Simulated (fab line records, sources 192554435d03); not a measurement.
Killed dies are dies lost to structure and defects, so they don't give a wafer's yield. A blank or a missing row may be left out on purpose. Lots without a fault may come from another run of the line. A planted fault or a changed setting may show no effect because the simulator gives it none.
Which tool did it? | flow n5_finfet | 9 lots, 26 wafers sampled, at 6 steps of a route of 1938

WHAT THE GAUGES READ, wafer by wafer
N5_BEOL_M4_RC_MEAS_101. Usual: DIBL_N 35.8 mV/V, standard deviation 1.5; DIBL_P 35.9 mV/V, standard deviation 1.8; IOFF_N 0.152 nA/um, standard deviation 0.025; IOFF_P 0.21 nA/um, standard deviation 0.031; ION_N 672 uA/um, standard deviation 11; ION_P 462 uA/um, standard deviation 7.4; SS_N 71.5 mV/dec, standard deviation 0.52; SS_P 73.2 mV/dec, standard deviation 0.54; VT_N 250 mV, standard deviation 3; VT_P -250 mV, standard deviation 3.3.
lot  | measured     | on        | DIBL_N (mV/V)  | DIBL_P (mV/V)  | IOFF_N (nA/um)    | IOFF_P (nA/um) | ION_N (uA/um) | ION_P (uA/um) | SS_N (mV/dec)  | SS_P (mV/dec)  | VT_N (mV)   | VT_P (mV)      | flag
L486 | day 8 10:56  | prober-02 | 37.5 38.5 35.5 | 36.4 38.3 34.8 | 0.161 0.195 0.131 | 0.23 0.27 0.20 | 675 690 665   | 467 474 465   | 71.4 72.0 71.7 | 73.3 73.9 73.3 | 249 244 251 | -247 -245 -248 |
L490 | day 10 03:01 | prober-02 | 36.8 37.5      | 38.6 38.5      | 0.155 0.170       | 0.19 0.20      | 678 676       | 459 463       | 71.0 70.9      | 73.4 73.9      | 252 251     | -252 -254      |
L496 | day 10 20:46 | prober-01 | 37.1 34.2 35.5 | 37.8 34.8 36.5 | 0.177 0.128 0.145 | 0.23 0.18 0.20 | 667 677 672   | 458 467 459   | 71.3 71.8 71.3 | 74.7 73.7 74.1 | 248 252 251 | -248 -250 -253 |
L499 | day 11 21:38 | prober-02 | 35.2 38.9 35.4 | 36.2 40.1 35.7 | 0.142 0.205 0.134 | 0.20 0.27 0.20 | 675 687 658   | 461 475 456   | 71.5 72.3 71.5 | 73.4 74.0 72.7 | 250 245 250 | -252 -247 -251 |
L500 | day 11 23:43 | prober-01 | 37.7 36.0 36.5 | 38.6 35.8 38.0 | 0.218 0.172 0.196 | 0.29 0.23 0.28 | 700 676 706   | 484 465 489   | 72.0 71.6 72.4 | 74.3 72.8 73.7 | 244 245 245 | -243 -248 -243 |
L501 | day 12 20:54 | prober-01 | 34.6 36.3 35.0 | 35.8 37.8 36.7 | 0.160 0.185 0.175 | 0.20 0.24 0.22 | 672 692 701   | 456 470 472   | 71.6 71.3 71.0 | 73.2 73.8 73.5 | 247 245 246 | -250 -250 -250 |
L502 | day 12 07:54 | prober-02 | 35.5 34.3 34.1 | 37.1 37.2 36.0 | 0.182 0.175 0.154 | 0.24 0.24 0.21 | 682 694 675   | 460 471 460   | 71.9 71.1 71.2 | 73.3 72.5 72.7 | 247 245 250 | -247 -250 -248 |
L503 | day 12 21:50 | prober-02 | 36.3 36.0 35.3 | 38.6 39.4 37.1 | 0.179 0.177 0.159 | 0.24 0.26 0.22 | 677 689 683   | 463 477 462   | 71.6 71.5 71.4 | 73.8 73.7 73.4 | 247 248 251 | -249 -248 -249 |
L504 | day 13 01:29 | prober-01 | 34.0 33.5 34.8 | 34.4 34.2 36.0 | 0.141 0.127 0.159 | 0.21 0.20 0.24 | 664 648 689   | 463 457 473   | 72.0 70.8 71.4 | 73.1 72.4 73.4 | 252 253 249 | -247 -247 -246 |

WHICH TOOL RAN EACH LOT (tool, then ch and the chambers of the sampled wafers, then the start)
lot  | N5_SD_EPI_P_DESCUM_14             | N5_ILD0_LINER_00                 | N5_ILD0_CMP_07               | N5_SDB_COAT_03                   | N5_SDB_STRIP_22
L486 | rie_diel-05 ch 1,2,3, day 3 16:35 | ald_sin-01 ch 0,1,2, day 3 21:35 | cmp-03 ch 0,1,3, day 4 00:24 | litho_track-05 ch 0, day 4 03:59 | plasma_asher-01 ch 1, day 4 04:44
L490 | rie_diel-05 ch 0,3, day 4 20:46   | ald_sin-01 ch 0,1, day 5 03:29   | cmp-03 ch 1,2, day 5 06:08   | litho_track-01 ch 0, day 5 09:38 | plasma_asher-02 ch 0,1, day 5 10:28
L496 | rie_diel-05 ch 0,1,2, day 6 07:47 | ald_sin-04 ch 0,2,3, day 6 12:19 | cmp-01 ch 0,1,2, day 6 15:07 | litho_track-01 ch 0, day 6 18:50 | plasma_asher-02 ch 0,1, day 6 19:50
L499 | rie_diel-05 ch 1,2,3, day 7 01:34 | ald_sin-01 ch 0,1,3, day 7 06:10 | cmp-04 ch 0,1,3, day 7 08:53 | litho_track-01 ch 0, day 7 12:32 | plasma_asher-02 ch 0,1, day 7 13:17
L500 | rie_diel-05 ch 0,1,3, day 7 04:47 | ald_sin-01 ch 0,1,3, day 7 09:18 | cmp-03 ch 0,1,3, day 7 11:59 | litho_track-01 ch 0, day 7 15:38 | plasma_asher-02 ch 0,1, day 7 16:24
L501 | rie_diel-05 ch 0,2, day 7 10:15   | ald_sin-01 ch 0,2, day 7 15:23   | cmp-03 ch 1,3, day 7 18:07   | litho_track-02 ch 0, day 7 21:44 | plasma_asher-02 ch 0,1, day 7 22:44
L502 | rie_diel-05 ch 0,1, day 7 15:54   | ald_sin-02 ch 0,1,3, day 7 20:26 | cmp-04 ch 1,2, day 7 23:11   | litho_track-02 ch 0, day 8 02:48 | plasma_asher-02 ch 0,1, day 8 03:35
L503 | rie_diel-06 ch 0,3, day 7 23:25   | ald_sin-04 ch 0,1,2, day 8 03:59 | cmp-01 ch 0,1,2, day 8 06:50 | litho_track-05 ch 0, day 8 10:52 | plasma_asher-02 ch 0,1, day 8 11:37
L504 | rie_diel-05 ch 0,2, day 8 08:37   | ald_sin-01 ch 1,2,3, day 8 14:14 | cmp-04 ch 1,2,3, day 8 17:00 | litho_track-02 ch 0, day 8 21:06 | plasma_asher-02 ch 0,1, day 9 00:29
- N5_SD_EPI_P_DESCUM_14: chemistry O2, time 7.9 s.
- N5_ILD0_LINER_00: material SiNx, target thk 4 nm, pulse time 1 s, purge time 2 s.
- N5_ILD0_CMP_07: polishes SiO2 flowable, stops on poly-Si, t overpolish 1.18 s, target thk 138.88 nm.
- N5_SDB_COAT_03: time 60 s, resist thk 100 nm.
- N5_SDB_STRIP_22: strips in N2/H2.

WHAT THE TOOLS THEMSELVES READ (means of the sampled wafers that have a number; where no wafer has one, the mark that the record gives instead)
N5_SD_EPI_P_DESCUM_14. Usual: drypump_motor_current_A 5.60 A, standard deviation 0.28; oes_product_au 0.78 a.u., standard deviation 0.07; rf_vpp_V 243.7 V, standard deviation 1.1; showerhead_plenum_p_Torr 2.13 Torr, standard deviation 0.041; throttle_valve_pct 20.38 %, standard deviation 0.22.
lot  | tool        | drypump_motor_current_A (A) | oes_product_au (a.u.) | rf_vpp_V (V) | showerhead_plenum_p_Torr (Torr) | throttle_valve_pct (%) | flag
L486 | rie_diel-05 | 5.46                        | 0.83                  | 244.0        | 2.11                            | 20.36                  |
L490 | rie_diel-05 | 5.80                        | 0.76                  | 243.6        | 2.13                            | 20.46                  |
L496 | rie_diel-05 | 5.62                        | 0.82                  | 243.7        | 2.14                            | 20.24                  |
L499 | rie_diel-05 | 5.47                        | 0.79                  | 243.2        | 2.11                            | 20.40                  |
L500 | rie_diel-05 | 5.61                        | 0.76                  | 243.9        | 2.13                            | 20.39                  |
L501 | rie_diel-05 | 5.87                        | 0.79                  | 244.6        | 2.16                            | 20.27                  |
L502 | rie_diel-05 | 5.78                        | 0.77                  | 243.9        | 2.16                            | 20.26                  |
L503 | rie_diel-06 | 5.66                        | 0.77                  | 243.6        | 2.11                            | 20.33                  |
L504 | rie_diel-05 | 5.70                        | 0.82                  | 243.4        | 2.14                            | 20.29                  |

N5_ILD0_LINER_00. Usual: heater_power_w 862 W, standard deviation 93; precursor_pulse_height_rel 0.997, standard deviation 0.019.
lot  | tool       | heater_power_w (W) | precursor_pulse_height_rel | flag
L486 | ald_sin-01 | 959                | 0.995                      |
L490 | ald_sin-01 | 862                | 0.979                      |
L496 | ald_sin-04 | 855                | 1.000                      |
L499 | ald_sin-01 | 860                | 0.992                      |
L500 | ald_sin-01 | 849                | 1.003                      |
L501 | ald_sin-01 | 921                | 0.998                      |
L502 | ald_sin-02 | 831                | 0.983                      |
L503 | ald_sin-04 | 885                | 1.005                      |
L504 | ald_sin-01 | 917                | 0.997                      |

N5_ILD0_CMP_07. Usual: motor_current_A 12.1 A, standard deviation 1.5; slurry_filter_dp_kPa 13.51 kPa, standard deviation 0.14.
lot  | tool   | motor_current_A (A) | slurry_filter_dp_kPa (kPa) | flag
L486 | cmp-03 | 12.0                | 13.40                      |
L490 | cmp-03 | 13.6                | 13.72                      |
L496 | cmp-01 | 11.4                | 13.56                      |
L499 | cmp-04 | 12.6                | 13.38                      |
L500 | cmp-03 | 11.6                | 13.55                      |
L501 | cmp-03 | 12.8                | 13.47                      |
L502 | cmp-04 | 11.8                | 13.63                      |
L503 | cmp-01 | 11.5                | 13.51                      |
L504 | cmp-04 | 12.0                | 13.37                      |

N5_SDB_COAT_03. Usual: exhaust_pa 45.0 Pa, standard deviation 0.95; plate_temp_C 250.01 C, standard deviation 0.15; spin_speed_rpm 1500.1 rpm, standard deviation 1.
lot  | tool           | exhaust_pa (Pa) | plate_temp_C (C) | spin_speed_rpm (rpm) | flag
L486 | litho_track-05 | 44.3            | 249.94           | 1500.6               |
L490 | litho_track-01 | 46.7            | 249.93           | 1500.3               |
L496 | litho_track-01 | 44.5            | 250.08           | 1500.4               |
L499 | litho_track-01 | 44.3            | 249.96           | 1377.9               | OFF
L500 | litho_track-01 | 45.1            | 250.12           | 1377.3               | OFF
L501 | litho_track-02 | 43.6            | 250.09           | 1500.7               |
L502 | litho_track-02 | 45.3            | 249.91           | 1499.7               |
L503 | litho_track-05 | 45.4            | 250.06           | 1500.6               |
L504 | litho_track-02 | 46.1            | 249.69           | 1499.9               |

N5_SDB_STRIP_22. Usual: drypump_motor_current_A 5.6 A, standard deviation 0.34; heater_power_w 375 W, standard deviation 20; oes_product_au 0.715 a.u., standard deviation 0.0043; strip_time_to_endpoint_s 96.3 s, standard deviation 0.44.
lot  | tool            | drypump_motor_current_A (A) | heater_power_w (W) | oes_product_au (a.u.) | strip_time_to_endpoint_s (s) | flag
L486 | plasma_asher-01 | 6.1                         | 413                | 0.719                 | 96.9                         |
L490 | plasma_asher-02 | 5.5                         | 372                | 0.719                 | 96.2                         |
L496 | plasma_asher-02 | 5.5                         | 371                | 0.715                 | 96.4                         |
L499 | plasma_asher-02 | 5.5                         | 366                | 0.719                 | 99.9                         | OFF
L500 | plasma_asher-02 | 5.6                         | 373                | 0.720                 | 100.5                        | OFF
L501 | plasma_asher-02 | 5.5                         | 365                | 0.717                 | 96.8                         |
L502 | plasma_asher-02 | 5.5                         | 368                | 0.715                 | 96.5                         |
L503 | plasma_asher-02 | 5.5                         | 377                | 0.712                 | 96.9                         |
L504 | plasma_asher-02 | 5.6                         | 378                | 0.718                 | 95.9                         |

THE ANSWER, worked out from the rows above alone
Rule: a lot is off if the mean of its wafers that have a number lies more than 3 standard deviations from the usual mean. A lot without any number at a reading at which 4 lots or more have one is off too. The other lots that the step has rows for count as sound. The gauges are gone through in route order, then the tools' own readings, and for those a lot's mean is taken as printed above. The first step at which some lot is off is used, and at that step the reading that is off furthest; a lot without a number counts as furthest.
Off: L499, L500, at N5_SDB_COAT_03 (spin_speed_rpm).
A tool fits if, at that step or a process step before it, it ran every lot that is off, and no sound lot after the first of them. One fits: litho_track-01 at N5_SDB_COAT_03. Its last sound lot is L496 (day 6 18:50), its first lot that is off L499 (day 7 12:32): a fault that began between those two fits.
The tool's own readings at N5_SDB_COAT_03 bear it out: on the lots that are off they differ by more than 5 times the standard deviation of the sound lots' means. spin_speed_rpm reads 1377.6 rpm there against 1500.3 rpm on the sound lots.

WHAT THE SIMULATOR HAD PUT IN
Process parameter drift: litho_track-01, from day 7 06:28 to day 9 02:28, at N5_SDB_COAT_03. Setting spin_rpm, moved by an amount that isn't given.
Lots struck among those shown: L499, L500. The rule above found the same.
